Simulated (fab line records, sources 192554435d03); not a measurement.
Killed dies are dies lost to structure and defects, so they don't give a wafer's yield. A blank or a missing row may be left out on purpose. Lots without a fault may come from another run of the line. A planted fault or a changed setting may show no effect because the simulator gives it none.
A struck lot beside a sound one | flow n5_finfet | 12 steps out of a route of 1938
Sound: wafers L331.1, L331.5, L331.6. Struck: wafers L344.1, L344.3, L344.5. The cause comes at the end.
At each step with rows: each side's tool, then ch and its chambers, then its first start. Under that, the readings that differ: sound wafers | struck wafers | difference of the means | sigmas: that difference in standard deviations of wafers without a fault.
alike: readings whose means differ by less than 2 such deviations, and words and numbers that are the same on both sides. not compared: withheld readings, readings that some wafer has no value for, bounds like >300 that may hide the same value, and numbers for which the record gives no deviation and whose values overlap.
The two part at a step that has a row with sigmas, a row that says differs or no value, or rows on one side only. Numbers that don't overlap but have no deviation are shown without sigmas and don't part them. A reading that every wafer of one side lacks parts them only if that side has two wafers or more.

N5_START_INSPECT_01: inspects for defects (unpatterned scan).
  sound on defect_inspect-02, day 2 00:02; struck on defect_inspect-01, day 5 06:02
  alike: raw_defect_count
then, 2 steps without rows for these wafers: N5_ZERO_LAYER_PRECLEAN_00 (cleans in SPM, time 600 s); N5_ZERO_LAYER_SRD_01 (time 30 s, dry time 30 s).
N5_ZERO_LAYER_PECVD_02: deposits SiO2 from SiH4/N2O, target thk 10 nm, time 6 s.
  sound on pecvd-03 ch 1,2, day 2 00:17; struck on pecvd-01 ch 0,2, day 5 06:17
  reading                         | sound          | struck         | difference | sigmas
  showerhead_plenum_p_Torr (Torr) | 7.87 7.84 8.16 | 8.18 8.34 8.34 | +0.33      | +2
  alike: heater_power_w
  not compared: since_wet_clean_h
then, 4 steps without rows for these wafers: N5_ZERO_LAYER_HMDS_04 (time 60 s); N5_ZERO_LAYER_COAT_05 (resist thk 1000 nm); N5_ZERO_LAYER_EBR_07; N5_ZERO_LAYER_SOFTBAKE_06 (time 90 s).
N5_ZERO_LAYER_EXPOSE_08: exposes mask ZERO, defocus 0 nm, target cd 2000 nm.
  sound on krf_scanner-02 ch 0, day 2 00:28; struck on krf_scanner-01 ch 0, day 5 06:28
  reading              | sound                | struck               | difference | sigmas
  exposure_dose_mJ_cm2 | 16.215 16.198 16.204 | 16.482 16.494 16.493 | +0.284     | +18
  alike: mask, reticle_temp_C
then, 1 step without rows for these wafers: N5_ZERO_LAYER_PEB_09.
-- the record jumps here: 8 days lie between the struck wafers' starts before and after (it left off in module ZERO_LAYER and takes up again in module BEOL_M4, whose first step shown is number 1111 of the route) --
N5_BEOL_M4_RC_MEAS_101:
  sound on prober-01 ch 0, day 8 23:22; struck on prober-02 ch 0, day 12 20:53
  alike: DIBL_N, DIBL_P, IOFF_N, IOFF_P, ION_N, ION_P, SS_N, SS_P, VT_N, VT_P
N5_PASSIVATION_PROBE_49:
  the record has rows for the sound wafers here (prober-01, day 13 21:56) and none for the struck ones

WHERE THEY PART
First at N5_ZERO_LAYER_PECVD_02; last, within this record, at N5_PASSIVATION_PROBE_49.

WHY: what the simulator had put in
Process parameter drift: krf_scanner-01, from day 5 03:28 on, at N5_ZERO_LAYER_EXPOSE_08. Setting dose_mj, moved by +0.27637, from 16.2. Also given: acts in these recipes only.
